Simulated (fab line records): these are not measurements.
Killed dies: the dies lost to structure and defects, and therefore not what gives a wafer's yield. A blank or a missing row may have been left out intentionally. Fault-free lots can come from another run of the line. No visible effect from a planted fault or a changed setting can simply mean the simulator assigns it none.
fab line records	flow n5_finfet
[record] lots = 4	wafers = 12	last_day = 17
route steps=1938 shown BEOL_M4@1099 BEOL_M5@1112 BEOL_M6@1204 PASSIVATION@1936
lots with no fault: from the same line, run without faults
start_h: hours from the record's opening day to when the first of the lot's shown wafers began	wait_h: time in hours since the lot's previous step	" same as the row above	L1.1+2: several wafers, shown together as one row	- either no value or no given start	* or withheld: withheld	< > ~ a bound
route shown NAME@n: NAME is a module with steps in the file, n the number in the route of the first one	usual: the fault-free wafers' mean and standard deviation	same: alike in all rows	chamber/n: place in a boat	sites: per-site readings	_std_site: their standard deviation	_edge_site: inner sites' mean taken away from outer sites' mean	radius_mm: how far each site lies from the wafer's centre	mask NAME#n: copy n	behind: the last tool/chamber to shape the wafer	hold: cause of the lot's hold/its duration in hours/its outcome	device: which transistor (n, p or np) failed to switch	end of line: the tests these same wafers got at the end of their route	a step without rows: its recipe alone	killed: not the wafer's yield, but the dies lost to structure and defects at the first sort	map: the dies of a wafer, with x for killed, . for not killed, _ for no die there
set.NAME: the setting as run; set.NAME@STEP: as run at that earlier step	model.NAME: the simulator's own value behind a step, which no gauge read
lots at some steps of the route; a table a step, a row a wafer
services: the hour from which a tool's chamber was out of use, counted from the record's first day as start_h (under 0 if before that day), plus the number of hours and why
[[steps]]
[step N5_BEOL_M4_ANNEAL_95]
[recipe] temp_c = 400	time_s = 240	ambient = vacuum
[step N5_BEOL_M4_SPUTTER_96]
[recipe] material = Cu	target_thk_a = 45	temp_c = -20	chamber_pressure_pa = 0.07	power_w = withheld	time_s = 8.29
[step N5_BEOL_M4_ECD_50]
[recipe] material = Cu	target_thk_a = 3000
[step N5_BEOL_M4_ANNEAL_51]
[recipe] temp_c = 225	time_s = 90	ambient = N2
[step N5_BEOL_M4_CMP_52]
[recipe] stop_on = SiOC	t_overpolish_s = 6.8	down_force_psi = 1	platen_rpm = 50	clearing_platen_down_force_psi = 1.5	clearing_platen_rpm = 50	post_cmp_clean = cu_alkaline	target_thk_nm = 40	clearing_platen_pad_velocity_m_s = 0.99484	pad_velocity_m_s = 0.99484
[step N5_BEOL_M4_PRE_CLEAN_60]
[recipe] gas = NH3/H2	time_s = 15	temp_c = *	rf_power_w = 300
[step N5_BEOL_M4_CO_CAP_55]
[recipe] material = Co	target_thk_a = 20	temp_c = 200	precursor = CCTBA/H2	pressure_torr = 30	time_s = 102.1
[step N5_BEOL_M4_PRE_CLEAN_56]
[recipe] gas = NH3	time_s = 15	temp_c = withheld	rf_power_w = 300
[step N5_BEOL_M4_DEP_57]
[recipe] material = SiCN	target_thk_a = 80	temp_c = withheld	precursor = 3MS/NH3	pressure_torr = 3	rf_w = 202	time_s = 14
[step N5_BEOL_M4_RC_MEAS_101]
[usual] DIBL_N = 36.2/1.4	DIBL_P = 36.1/1.5	IOFF_N = 0.153/0.02	IOFF_P = 0.215/0.03	ION_N = 672/8.6	ION_P = 463/6.8	SS_N = 71.5/0.47	SS_P = 73.3/0.57	VT_N = 250.6/2.4	VT_P = -249/3.2
lot.wafer	tool	chamber	start_h	wait_h	DIBL_N[mV/V]	DIBL_P[mV/V]	IOFF_N[nA/um]	IOFF_P[nA/um]	ION_N[uA/um]	ION_P[uA/um]	SS_N[mV/dec]	SS_P[mV/dec]	VT_N[mV]	VT_P[mV]
L537.1	prober-01	0	213.90	0.0	34.0	35.7	0.135	0.185	673	467	70.6	72.6	253.5	-251
L537.2	"	0	"	"	35.7	37.8	0.163	0.208	684	470	71.5	72.9	248.4	-250
L537.6	"	0	"	"	33.8	34.9	0.125	0.161	675	460	70.6	72.4	252.9	-252
L543.3	prober-02	0	269.00	0.3	36.9	36.9	0.165	0.219	683	464	71.6	73.2	247.3	-252
L543.5	"	0	"	"	36.6	36.1	0.158	0.208	666	461	72.0	73.0	249.0	-251
L543.6	"	0	"	"	35.6	35.5	0.138	0.201	667	460	71.6	73.2	251.2	-252
L547.1	prober-02	0	271.08	0.0	36.6	35.4	0.146	0.209	657	456	71.4	73.0	252.2	-252
L547.5	"	0	"	"	37.6	36.8	0.165	0.233	665	456	71.5	73.4	251.9	-250
L547.6	"	0	"	"	36.2	34.8	0.144	0.204	665	459	71.3	73.7	248.6	-251
L551.1	prober-01	0	302.24	0.0	35.2	36.1	0.153	0.209	676	469	71.8	73.9	249.3	-250
L551.5	"	0	"	"	35.6	36.2	0.155	0.210	680	468	72.0	73.4	251.8	-248
L551.6	"	0	"	"	35.0	35.7	0.150	0.203	674	463	71.2	73.1	249.8	-251
[step N5_BEOL_M5_ILD_DEP_00]
[recipe] material = SiCOH_lowk	target_thk_a = 1406.4	temp_c = 300	precursor = DEMS/porogen	pressure_torr = 5	rf_w = 500	time_s = 25.9
[step N5_BEOL_M5_CURE_79]
[recipe] temp_c = 385	time_s = 240	ambient = He/Ar	material = SiCOH_lowk
[step N5_BEOL_M5_PECVD_70]
[recipe] material = SiO2	target_thk_a = 160	temp_c = 400	precursor = TEOS/O2	pressure_torr = 5.5	rf_w = 450	teos_flow_sccm = 53.8	gas = O2	flow_sccm = 3000	time_s = 18
[step N5_BEOL_M5_HM_DEP_02]
[recipe] material = TiN	target_thk_a = 200	temp_c = 25	chamber_pressure_pa = 0.49996
[step N5_BEOL_M5_COAT_59]
[recipe] resist = SOC	temp_c = 250	time_s = 60	spin_rpm = 1500	resist_thk_nm = 60
[step N5_BEOL_M5_COAT_60]
[recipe] resist = SiARC	temp_c = 220	time_s = 60	spin_rpm = 1500	resist_thk_nm = 12
[step N5_BEOL_M5_COAT_71]
[recipe] resist = underlayer	temp_c = 205	time_s = 60	spin_rpm = 1500	resist_thk_nm = 5
[step N5_BEOL_M5_COAT_05]
[recipe] resist = CAR-EUV	spin_rpm = 1500	resist_thk_nm = 30
[step N5_BEOL_M5_EBR_07]
[recipe] solvent = PGMEA	ebr_width_mm = 1.5
[step N5_BEOL_M5_SOFTBAKE_06]
[recipe] temp_c = 110	time_s = 60	resist = CAR-EUV
[step N5_BEOL_M5_EXPOSE_08]
[recipe] mask_id = M5	na = 0.33	source_shape = annular	sigma_inner = 0.4	sigma_outer = 0.8	polarization = unpolarized	target_cd_nm = 28	dose_mj = 35.75
[step N5_BEOL_M5_PEB_09]
[recipe] peb_temp_c = 100	peb_time_s = 60	resist = CAR-EUV
[step N5_BEOL_M5_DEVELOP_10]
[recipe] develop_time_s = 30	developer = TMAH	resist = CAR-EUV	rinse_liquid = surfactant_rinse	dry = air_spin	dev_temp_c = 23
[step N5_BEOL_M5_DESCUM_16]
[recipe] chemistry = O2	time_s = 7	source_power_w = 50	bias_power_w = 20	pressure_mtorr = 20	rf_frequency_hz = 2.712e+07	temp_c = 40	resist = CAR-EUV	o2_flow_sccm = 225
[step N5_BEOL_M5_ETCH_72]
[recipe] chemistry = N2/H2	target = underlayer	target_depth_a = 65	mask_material = CAR-EUV	time_s = 5.2	ion_energy_ev = 200	pressure_mtorr = 30	source_w = 840	bias_w = 150	n2_flow_sccm = 200	h2_flow_sccm = 200	ends = cleared
[step N5_BEOL_M5_ETCH_61]
[recipe] chemistry = CF4	target = SiARC	target_depth_a = 156	mask_material = CAR-EUV	time_s = 26	ion_energy_ev = 80	pressure_mtorr = 40	source_w = 545	bias_w = 36	Ar_flow_sccm = 100	cf4_flow_sccm = 100	ends = cleared
[step N5_BEOL_M5_ETCH_62]
[recipe] chemistry = N2/H2	target = SOC	target_depth_a = 750	overetch_a = 150	mask_material = SiARC	temp_c = 40	time_s = 112.5	ion_energy_ev = 200	pressure_mtorr = 30	source_w = 840	bias_w = 150	n2_flow_sccm = 200	h2_flow_sccm = 200
[step N5_BEOL_M5_STRIP_63]
[recipe] chemistry = N2/H2	temp_c = 40	n2_flow_sccm = 200	h2_flow_sccm = 200	rf_frequency_hz = 6e+07
[step N5_BEOL_M5_STRIP_73]
[recipe] chemistry = N2/H2	temp_c = 40	n2_flow_sccm = 200	h2_flow_sccm = 200	rf_frequency_hz = 6e+07
[step N5_BEOL_M5_STRIP_64]
[recipe] chemistry = CF4	resist = SiARC	power_w = 300	bias_power_w = 75	pressure_mtorr = 50	cf4_flow_sccm = 150	rf_frequency_hz = 6e+07
[step N5_BEOL_M5_HM_OPEN_17]
[recipe] chemistry = Cl2/BCl3	target_depth_a = 200	overetch_a = 60	target = TiN	mask_material = SOC	ion_energy_ev = 150	pressure_mtorr = 10	icp_w = 1000	bias_w = 126	Cl2_flow_sccm = 53.25	bcl3_flow_sccm = 21.75	Ar_flow_sccm = 25
[step N5_BEOL_M5_STRIP_19]
[recipe] chemistry = O2	power_w = 400	temp_c = 40	pressure_mtorr = 30	rf_frequency_hz = 6e+07	bias_power_w = 0	overash_fraction = 0.2	o2_flow_sccm = 225
[step N5_BEOL_M5_COAT_65]
[recipe] resist = SOC	temp_c = 250	time_s = 60	spin_rpm = 1500	resist_thk_nm = 60
[step N5_BEOL_M5_COAT_66]
[recipe] resist = SiARC	temp_c = 220	time_s = 60	spin_rpm = 1500	resist_thk_nm = 12
[step N5_BEOL_M6_EXPOSE_08]
[recipe] mask_id = M6	na = 1.35	source_shape = dipole	sigma_inner = 0.817	sigma_outer = 0.97	polarization = te	dose_mj = 68.25
lot.wafer	tool	chamber	start_h	wait_h	mask	model.BEOL_M6.overlay_x_nm
L537.1+2+6	arfi_scanner-03	0	228.45	-	M6#0	-0.4
L543.3+5+6	arfi_scanner-03	0	284.28	-	M6#0	15.6
L547.1+5+6	arfi_scanner-03	0	285.64	-	M6#0	15.6
L551.1+5+6	arfi_scanner-02	0	318.29	-	M6#0	-0.2
[step N5_BEOL_M6_OVL_MEAS_12]
[recipe] points_per_wafer = 44
[usual] M6_OVL = -0.2/0.71
lot.wafer	tool	chamber	start_h	wait_h	M6_OVL[nm]
L537.1	overlay-01	0	228.61	0.0	-1.2
L537.2	"	0	"	"	-0.4
L537.6	"	0	"	"	-0.9
L543.3	overlay-02	0	284.43	0.0	15.0
L543.5	"	0	"	"	16.2
L543.6	"	0	"	"	15.6
L547.1	overlay-02	0	285.80	0.0	15.1
L547.5	"	0	"	"	16.0
L547.6	"	0	"	"	15.5
L551.1	overlay-02	0	318.45	0.0	-0.3
L551.5	"	0	"	"	-0.7
L551.6	"	0	"	"	0.3
[step N5_PASSIVATION_PROBE_49]
[usual] defect_limited_yield = 91.3/1.3	killed_at_M0_to_M3 = 35/13	killed_at_M4_up = 13/5.2	killed_at_contacts = 12/6.2	killed_at_front_end = 39/9.6	killed_at_other = 3.1/2.6	killed_dies = 102/16	killed_on_rim = 13/3.8	killed_open = 68/13	killed_short = 33/6.9	sort_bin_5_function = 5.1/0.87	sort_bin_6_memory = 3.3/0.67	sort_n_pass = 1078/16	sort_yield_pct = 91.3/1.3
[same] gross_dies = 1180	killed_at_back_side = 0	sort_bin_4_leakage[%] = 0	sort_bin_8_speed[%] = 0
lot.wafer	tool	chamber	start_h	wait_h	defect_limited_yield[%]	killed_at_M0_to_M3	killed_at_M4_up	killed_at_contacts	killed_at_front_end	killed_at_other	killed_dies	killed_on_rim	killed_open	killed_short	sort_bin_5_function[%]	sort_bin_6_memory[%]	sort_n_pass	sort_yield_pct[%]
L543.3	prober-01	-	373.02	0.1	69.6	19	289	9	42	0	359	43	55	20	15.8	1.9	821	69.6
L543.5	prober-01	-	373.12	0.2	47.4	21	549	16	35	0	621	78	59	24	25.4	2.4	559	47.4
L543.6	prober-01	-	373.17	0.3	27.8	36	752	16	47	1	852	100	75	34	35.2	3.7	328	27.8
L547.1	prober-02	-	374.72	0.0	59.1	51	394	18	19	1	483	66	65	32	22.1	2.6	697	59.1
L547.5	prober-02	-	374.92	0.2	55.3	34	407	14	67	6	528	66	88	39	23.6	3.9	652	55.3
L547.6	prober-02	-	374.97	0.3	43.3	26	559	24	57	3	669	85	90	27	29.1	4.2	511	43.3
L551.1	prober-02	-	399.50	0.0	90.9	24	23	20	40	0	107	19	75	31	4.7	4.0	1073	90.9
L551.5	prober-02	-	399.70	0.2	92.8	13	22	4	45	1	85	12	46	37	4.6	2.1	1095	92.8
L551.6	prober-02	-	399.75	0.3	90.5	30	28	8	46	0	112	12	81	30	5.7	3.4	1068	90.5
// killed by level:class
L543.3 BEOL_M6:overlay=283 STI_FIN_REVEAL:geometric_particle:open=11 MOL_CONTACT_COAG:geometric_particle:open=8 FIN_SAQP:geometric_particle:open=7 FIN_SAQP:geometric_particle:short=5 DUMMY_GATE:geometric_particle:open=5 BEOL_M2:geometric_particle:open=5 BEOL_M0_SAQP:geometric_particle:open=3
L543.5 BEOL_M6:overlay=536 MOL_CONTACT_COAG:geometric_particle:open=13 FIN_SAQP:geometric_particle:open=10 BEOL_M2:geometric_particle:open=7 DUMMY_GATE:geometric_particle:open=5 ILD0:geometric_particle:short=4 BEOL_M0_SAQP:geometric_particle:short=4 BEOL_M0_SAQP:geometric_particle:open=4
L543.6 BEOL_M6:overlay=742 FIN_SAQP:geometric_particle:open=15 MOL_CONTACT_COAG:geometric_particle:open=12 BEOL_M2:geometric_particle:open=11 FIN_SAQP:geometric_particle:short=10 BEOL_M3:geometric_particle:open=10 STI_FIN_REVEAL:geometric_particle:open=5 MOL_CONTACT_COAG:geometric_particle:short=4
L547.1 BEOL_M6:overlay=384 MOL_CONTACT_COAG:geometric_particle:open=15 BEOL_M1:geometric_particle:open=14 BEOL_M2:geometric_particle:open=10 DUMMY_GATE:geometric_particle:open=5 BEOL_M0_SAQP:geometric_particle:short=5 BEOL_M4:geometric_particle:short=5 BEOL_M0:geometric_particle:open=4
L547.5 BEOL_M6:overlay=396 FIN_SAQP:geometric_particle:open=18 STI_FIN_REVEAL:geometric_particle:open=17 MOL_CONTACT_COAG:geometric_particle:open=11 FIN_SAQP:geometric_particle:short=9 BEOL_M2:geometric_particle:open=9 BEOL_M1:geometric_particle:open=7 STI_FIN_REVEAL:geometric_particle:short=5
L547.6 BEOL_M6:overlay=552 FIN_SAQP:geometric_particle:open=24 MOL_CONTACT_COAG:geometric_particle:open=18 STI_FIN_REVEAL:geometric_particle:open=10 FIN_SAQP:geometric_particle:short=7 MOL_CONTACT_COAG:geometric_particle:short=6 BEOL_M0_SAQP:geometric_particle:open=6 BEOL_M1:geometric_particle:open=6
L551.1 MOL_CONTACT_COAG:geometric_particle:open=15 BEOL_M3:geometric_particle:open=11 STI_FIN_REVEAL:geometric_particle:open=10 FIN_SAQP:geometric_particle:open=8 BEOL_M4:geometric_particle:open=8 FIN_SAQP:geometric_particle:short=7 MOL_CONTACT_COAG:geometric_particle:short=5 BEOL_M4:geometric_particle:short=4
L551.5 FIN_SAQP:geometric_particle:short=16 BEOL_M4:geometric_particle:open=9 FIN_SAQP:geometric_particle:open=7 DUMMY_GATE:geometric_particle:open=6 GATE_CUT:geometric_particle:short=6 BEOL_M4:geometric_particle:short=5 STI_FIN_REVEAL:geometric_particle:open=4 MOL_CONTACT_COAG:geometric_particle:open=4
L551.6 FIN_SAQP:geometric_particle:open=11 STI_FIN_REVEAL:geometric_particle:open=11 BEOL_M4:geometric_particle:open=11 FIN_SAQP:geometric_particle:short=9 BEOL_M3:geometric_particle:open=9 MOL_CONTACT_COAG:geometric_particle:open=8 BEOL_M2:geometric_particle:open=8 BEOL_M5:geometric_particle:open=5
// map L543.6 (x killed, . not)
_________________....xxx..x.x________________
______________.x.xxxxxxxx..x.xx._____________
___________..xx.x..xxxxxxxx.xxxxxxx__________
__________xx.xxxxx.xxxxx.xxxxxx..xxx_________
________xxxxx.xxxxxxxxxxxx.xxx...xx..x_______
_______xxx...xx.xxx.xxxxx.xxx.xxx..xxx.______
______xxxxxxxxx.xxxxx.xxxxxxxxxxxx.xxx.x_____
_____xxxxxx.xx...xxx.xxxxxxx.x..x..xxxx.x____
____..xxxx.xxx.xxxx.xxx.xxx..x..xxxx.xxx.x___
___.xxxx.xxxxxxxx.xxxxxxxxxxx..xx....xxx.xx__
___xxxxxx.xxx.xx.xxxxxx.xxxxxx...xxxx.xxxx.__
__xxxxx.x.xxxxxx.xx.x.x.xxxxxx..xx.x.xxx.xx._
__xxxxxxxx.x....xxx..xxxx.x.xx...xxx.xxx.x.._
_xx.xxxx.xxxxxx.x.xxxxxx.xxx..xxxxxx...x.xx..
_xx.xxxxxxxxx.xx.x.xxx.x.x..xx..xxxx.xxxxxx.x
_.xxxxx.xxx.xxxxxx.xxxxx.xxxxxxxx.xxx.xx.x.xx
_x.x..xxxxxxxxx.x.xxx.xxx.x.xxxxx.xxx.xxx.xx.
_xxxxxx...xx.xxx...x.xx.xxxxxx.xxxxxxxxx.xx.x
_xxxxxx.x.x.xx.xx.xxx.xxxxx.xx.xx.xx..xx...xx
_.xxxxxxxxxx.xx.xxxxxxx..xxxx.x..xx.x.x.xx..x
_xxxxxxxxxx.x.xx.xxxxxx.xxxxxxxx.x.xxx.xx.xxx
__xxxxxx.xx.xxxxxxx.xx.xxxxxx.x.x..xxx..xxxx_
__xxxx..xxxx...x..xx.xx.x.xx..x.xx....xxxxxx_
___.xxxxxxxxxxxxxx.xx.xx..xxxxxx.x..xxxxxxx__
___xx.x.x.xxxxxx.x.x.x..x.xxxxxx..xxxxxxx.x__
____xx.x.xxxx...xxxxxxxx...xx.xxxxx.x.xxxx___
_____.x.xxxxxx.x.x.xxxxxx.xxxxx.xxxxxxx.x____
______xx..xx...xx.xxxx.xxxxxxxxxx.xxxxxx_____
_______.xxxxxx.x.xxxxxxxx...x.xx..x..x.______
________xxxxxx.x.xxxxxx..xx..xxxxx...x_______
__________.xxxx.xxx.x.xxxx.xxxxxx..x_________
___________xx.xx.xx.xxxxxxxxxx.x..x__________
______________x...xx..xx.xxxxxxx_____________
_________________x..x..xx.x.x________________
// map L547.6 (x killed, . not)
_________________...x.x......________________
______________..x.xx.xxxx.xx..xx_____________
___________x......xx..xxxx.xxxxxxxx__________
__________xx..xxxxxxxxx..x.x.x.xx..._________
________xxxxx.xx.xx..x.x.x..xxxx..xx.x_______
_______x..xxx.x.xxx.x.xxxx.xx.xx..x.x.x______
______x.x.x.x...xxxxx..xxx.x..x..x....x._____
_____x.xx.xxxxxxx.....xxxx.xx..xxxx....xx____
____...xxxxxxxx.x....xxxx...x.x.x..x.xx.xx___
___xx.xx.xxxxx...x.xx..xxxxx..xx.xxx.xxxxxx__
___xx..xxxxxxx..xxxxx.....x.xxx.x.x...x.x..__
__.x.x..x.x.xx.x.x.xx.x...xx......x.xxxxxx.x_
__.xxx.....x...xx.xxx.xxxx...x.xxxxxx..xx..x_
_xx.xxx.x..x.xxxx.xxxx..xxxx.x..x..xx.xx....x
_xx.x.xx.xxxxxxx...xxx.xxx..x.xxx.xxxx...x..x
_x.xx.x....xx.xxxxxxxx.x.x.x.x.x.x..xx..xx..x
_x..xxxxx.xx.xx.xx.xxxxx.xx.x.xxxx.x.xxx....x
_...xx.xxxxxx...xx........xxx.xxxxxxxx.xx..xx
_xxxx.x...xx....xx.x.xxxxx.xx...x..x.x.xx..xx
_x.x......xx...xx..x.xxxx..x.xxxxxxx.x....x..
_x..xxxxx.x..xxx...xxx......x..xxx....xxxx..x
__..xx..xxxxxx...xx..x.x...xxx..x....x.xxx.._
__x..xxx.xxxx.......xxxx.xx.x.....xx.x.xxx.x_
___xxxx.x.xxxx...xx.xxx..x..x.xxxxx.xxxxx.x__
___.x.x....x.x.x.xxx.xx...xx..x..xxxx....x.__
____.xxxx..xx....xx.x.xxx..xx..x..xxxx....___
_____xx.xx.xx..xxxxxx.xx.x.x.x....xxxxx.x____
______.x..xxx.xx.x.xx.....xx.xxx.x.xxx.x_____
_______x.x..x.xx...xxxxxx...x.x.x.x.xxx______
________.x.x.xxxxxxx..x.x..x...xx.xx.._______
__________..xx.x.xxx.x.xx..xxxxxxx.._________
___________x.x.xxxx.xx...xx..x...xx__________
______________xxxxx.xx.xxx.xxx.._____________
_________________..xxxxxxxxx.________________
[[services]]
tool	chamber	start_h	hours	kind
arfi_scanner-02	-	228.41	3.9	pm
arfi_scanner-03	-	231.56	1.5	pm
arfi_scanner-03	-	237.15	1.3	pm
arfi_scanner-03	-	252.54	3.1	pm
arfi_scanner-03	0	300.85	-	calibration
[[key]]
[first_sign] step = N5_BEOL_M6_OVL_MEAS_12	reading = M6_OVL	direction = up	sigmas = 22	usual = -0.2	struck = 15.6
[effect] step = N5_PASSIVATION_PROBE_49	reading = killed_at_M4_up	direction = up	sigmas = 93	usual = 13	struck = 492
[model_effect] step = N5_BEOL_M6_EXPOSE_08	value = BEOL_M6.overlay_x_nm	without = -0.1	struck = 15.6
[more_kills_born_at] N5_BEOL_M6_EXPOSE_08@arfi_scanner-03 = 2893
met_at N5_BEOL_M6_EXPOSE_08
struck_wafers L543.3,L543.5,L543.6,L547.1,L547.5,L547.6
onset_between 228.45 284.28
[fault] kind = scanner_matching_overlay	tool = arfi_scanner-03	chamber = -	onset_h = 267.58	steps = N5_BEOL_M6_EXPOSE_08	offset = 15.75
